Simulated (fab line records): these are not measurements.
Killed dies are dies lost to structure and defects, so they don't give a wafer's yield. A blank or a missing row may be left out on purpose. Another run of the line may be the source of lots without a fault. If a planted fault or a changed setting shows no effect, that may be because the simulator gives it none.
Which tool did it? | flow n5-finfet | 11 lots, 33 wafers sampled, at 5 steps of a route of 1938

WHAT THE GAUGES SHOWED, per wafer
The record holds no reading of a measuring or inspecting step that can be judged against a usual standard deviation.

WHICH TOOL RAN EACH LOT (tool, then ch and the chambers of the sampled wafers, then the start)
lot  | N5_BEOL_M4_SPUTTER_86        | N5_BEOL_M4_ANNEAL_89         | N5_BEOL_M4_CMP_52             | N5_BEOL_M5_COAT_60                | N5_PASSIVATION_PROBE_49
L208 | pvd-sputter-02, day 12 14:31 | pvd-sputter-02, day 12 14:49 | cmp-04 ch 2,3, day 12 16:08   | litho-track-03 ch 0, day 12 19:11 | -
L212 | pvd-sputter-01, day 12 20:21 | pvd-sputter-01, day 12 20:39 | cmp-01 ch 0,1,3, day 12 22:01 | litho-track-03 ch 0, day 13 00:56 | -
L209 | pvd-sputter-03, day 12 22:40 | pvd-sputter-03, day 12 22:58 | cmp-04 ch 0,2,3, day 13 00:22 | litho-track-03 ch 0, day 13 03:20 | -
L220 | pvd-sputter-01, day 14 15:14 | pvd-sputter-01, day 14 15:32 | cmp-04 ch 0,2,3, day 14 16:49 | litho-track-04 ch 0, day 14 19:40 | prober-01, day 19 15:51
L218 | pvd-sputter-02, day 15 07:50 | pvd-sputter-02, day 15 09:41 | cmp-02 ch 0,1,3, day 15 11:05 | litho-track-05 ch 0, day 15 22:17 | -
L221 | pvd-sputter-02, day 15 16:37 | pvd-sputter-02, day 15 16:55 | cmp-04 ch 1,2,3, day 15 18:18 | litho-track-05 ch 0, day 16 01:23 | -
L222 | pvd-sputter-03, day 15 17:10 | pvd-sputter-03, day 15 17:28 | cmp-04 ch 1,2,3, day 15 18:59 | litho-track-04 ch 0, day 16 02:56 | -
L226 | pvd-sputter-02, day 16 02:13 | pvd-sputter-02, day 16 02:31 | cmp-04 ch 1,2,3, day 16 03:50 | litho-track-05 ch 0, day 16 09:58 | -
L223 | pvd-sputter-02, day 17 02:07 | pvd-sputter-02, day 17 02:25 | cmp-01 ch 1,2, day 17 03:43   | litho-track-05 ch 0, day 17 06:14 | -
L225 | pvd-sputter-01, day 17 02:37 | pvd-sputter-01, day 17 02:55 | cmp-04 ch 1,2, day 17 04:16   | litho-track-04 ch 0, day 17 08:27 | -
L227 | pvd-sputter-03, day 17 07:28 | pvd-sputter-03, day 17 07:46 | cmp-02 ch 0,2,3, day 17 09:10 | litho-track-03 ch 0, day 17 12:05 | -
- N5_BEOL_M4_SPUTTER_86: material Cu, target thk 4.5 nm, time 8.29 s.
- N5_BEOL_M4_ANNEAL_89: time 240 s.
- N5_BEOL_M4_CMP_52: polishes, stops on SiOC, t overpolish 6.8 s, target thk 40 nm.
- N5_BEOL_M5_COAT_60: time 60 s, resist thk 12 nm.
- N5_PASSIVATION_PROBE_49

WHAT THE TOOLS THEMSELVES READ (means of the sampled wafers that have a number; where no wafer has one, the mark that the record gives instead)
N5_BEOL_M4_SPUTTER_86. Usual: chuck-sensor-temp-C -16.1 C, standard deviation 0.46; susceptor-temp-C -20.00 C, standard deviation 0.1; throttle-valve-pct 30.0 %, standard deviation 0.71.
lot  | tool           | chuck-sensor-temp-C (C) | susceptor-temp-C (C) | throttle-valve-pct (%) | flag
L208 | pvd-sputter-02 | -15.8                   | -20.14               | 30.0                   |
L212 | pvd-sputter-01 | -16.2                   | -19.96               | 30.2                   |
L209 | pvd-sputter-03 | -16.3                   | -20.02               | 30.3                   |
L220 | pvd-sputter-01 | -15.6                   | -20.02               | 29.7                   |
L218 | pvd-sputter-02 | -16.0                   | -20.00               | 29.6                   |
L221 | pvd-sputter-02 | -15.7                   | -19.98               | 30.4                   |
L222 | pvd-sputter-03 | -16.3                   | -20.05               | 30.3                   |
L226 | pvd-sputter-02 | -15.8                   | -20.03               | 29.8                   |
L223 | pvd-sputter-02 | -15.8                   | -19.97               | 30.0                   |
L225 | pvd-sputter-01 | -16.1                   | -19.99               | 30.1                   |
L227 | pvd-sputter-03 | -16.0                   | -20.09               | 30.6                   |

N5_BEOL_M4_ANNEAL_89. Usual: heater-power-w 780 W, standard deviation 69; susceptor-temp-C 400.01 C, standard deviation 0.25.
lot  | tool           | heater-power-w (W) | susceptor-temp-C (C) | flag
L208 | pvd-sputter-02 | 784                | 399.96               |
L212 | pvd-sputter-01 | 811                | 399.85               |
L209 | pvd-sputter-03 | 795                | 399.90               |
L220 | pvd-sputter-01 | 867                | 399.82               |
L218 | pvd-sputter-02 | 723                | 400.12               |
L221 | pvd-sputter-02 | 804                | 400.16               |
L222 | pvd-sputter-03 | 801                | 399.88               |
L226 | pvd-sputter-02 | 782                | 399.98               |
L223 | pvd-sputter-02 | 769                | 400.02               |
L225 | pvd-sputter-01 | 814                | 400.05               |
L227 | pvd-sputter-03 | 817                | 400.00               |

N5_BEOL_M4_CMP_52. Usual: barrier-field-endpoint-s 24.5 s, standard deviation 0.75; clearing-platen-rpm 50.000 rpm, standard deviation 0.028; motor-current-A 6.1 A, standard deviation 0.51; overpolish-run-s 6.801 s, standard deviation 0.0095; slurry-flow-ml-min 150.0, standard deviation 0.44; time-to-endpoint-s 62 s, standard deviation 3.9.
lot  | tool   | barrier-field-endpoint-s (s) | clearing-platen-rpm (rpm) | motor-current-A (A) | overpolish-run-s (s) | slurry-flow-ml-min | time-to-endpoint-s (s) | flag
L208 | cmp-04 | 24.3                         | 50.019                    | 6.3                 | 6.808                | 150.3              | 65                     |
L212 | cmp-01 | 24.3                         | 50.020                    | 6.0                 | 6.802                | 150.2              | 63                     |
L209 | cmp-04 | 24.9                         | 49.975                    | 6.1                 | 6.792                | 149.8              | 63                     |
L220 | cmp-04 | 24.4                         | 49.981                    | 6.3                 | 6.806                | 150.3              | 62                     |
L218 | cmp-02 | 25.2                         | 49.976                    | 6.2                 | 6.797                | 149.8              | 66                     |
L221 | cmp-04 | 23.9                         | 50.025                    | 6.5                 | 6.805                | 150.0              | 62                     |
L222 | cmp-04 | 24.8                         | 49.984                    | 6.4                 | 6.796                | 150.5              | 63                     |
L226 | cmp-04 | 24.0                         | 50.006                    | 6.2                 | 6.794                | 150.4              | 64                     |
L223 | cmp-01 | 24.7                         | 50.005                    | 5.5                 | 6.806                | 149.6              | 61                     |
L225 | cmp-04 | 25.8                         | 49.980                    | 6.1                 | 6.799                | 149.3              | 68                     |
L227 | cmp-02 | 25.2                         | 49.994                    | 6.3                 | 6.803                | 149.6              | 62                     |

N5_BEOL_M5_COAT_60. Usual: dispense-pressure-kPa 51.3 kPa, standard deviation 2.3; spin-speed-rpm 1500.0 rpm, standard deviation 1.
lot  | tool           | dispense-pressure-kPa (kPa) | spin-speed-rpm (rpm) | flag
L208 | litho-track-03 | 52.8                        | 1500.2               |
L212 | litho-track-03 | 52.8                        | 1345.6               | OFF
L209 | litho-track-03 | 52.8                        | 1345.2               | OFF
L220 | litho-track-04 | 52.7                        | 1500.2               |
L218 | litho-track-05 | 47.7                        | 1499.6               |
L221 | litho-track-05 | 47.7                        | 1500.9               |
L222 | litho-track-04 | 52.7                        | 1499.9               |
L226 | litho-track-05 | 47.6                        | 1498.7               |
L223 | litho-track-05 | 47.6                        | 1498.7               |
L225 | litho-track-04 | 52.7                        | 1499.7               |
L227 | litho-track-03 | 52.9                        | 1499.4               |

N5_PASSIVATION_PROBE_49. Usual: defect-limited-yield 90.9 %, standard deviation 1.6; killed_at_M0_to_M3 37, standard deviation 11; killed_at_M4_up 15, standard deviation 5.6; killed-at-contacts 13, standard deviation 6.4; killed-at-front-end 39, standard deviation 11; killed-at-other 4, standard deviation 3.1; killed-dies 107, standard deviation 19; killed-open 71, standard deviation 14; killed-short 34, standard deviation 7.8; sort_bin_4_leakage 0.01 %, standard deviation 0.053; sort_bin_5_function 5.3 %, standard deviation 1; sort_bin_6_memory 3.4 %, standard deviation 0.72; sort_bin_8_speed 0.0 %, standard deviation 0.42; sort-n-pass 1072, standard deviation 20; sort-yield-pct 90.9 %, standard deviation 1.7.
lot  | tool      | defect-limited-yield (%) | killed_at_M0_to_M3 | killed_at_M4_up | killed-at-contacts | killed-at-front-end | killed-at-other | killed-dies | killed-open | killed-short | sort_bin_4_leakage (%) | sort_bin_5_function (%) | sort_bin_6_memory (%) | sort_bin_8_speed (%) | sort-n-pass | sort-yield-pct (%) | flag
L220 | prober-01 | 90.8                     | 29                 | 23              | 25                 | 31                  | 1               | 109         | 68          | 39           | 0.00                   | 5.3                     | 3.7                   | 0.0                  | 1071        | 90.8               |

THE ANSWER, worked out from the rows above alone
Rule: a lot is off if the mean of its wafers that have a number lies more than 3 standard deviations from the usual mean. A lot without any number at a reading at which 4 lots or more have one is off too. All remaining lots with rows at the step are treated as sound. First the gauges in route order, then the tools' own readings, where a lot's mean is used as printed above. At the first step where some lot is off, the reading lying furthest off is the one used; lots without a number count as furthest.
Off: L212, L209, at N5_BEOL_M5_COAT_60 (spin-speed-rpm).
If a tool, at that step or one of the process steps before it, ran each lot that is off and ran no sound lot following the first of them, it fits. None of those tried fits.

WHAT HAD BEEN PUT IN BY THE SIMULATOR
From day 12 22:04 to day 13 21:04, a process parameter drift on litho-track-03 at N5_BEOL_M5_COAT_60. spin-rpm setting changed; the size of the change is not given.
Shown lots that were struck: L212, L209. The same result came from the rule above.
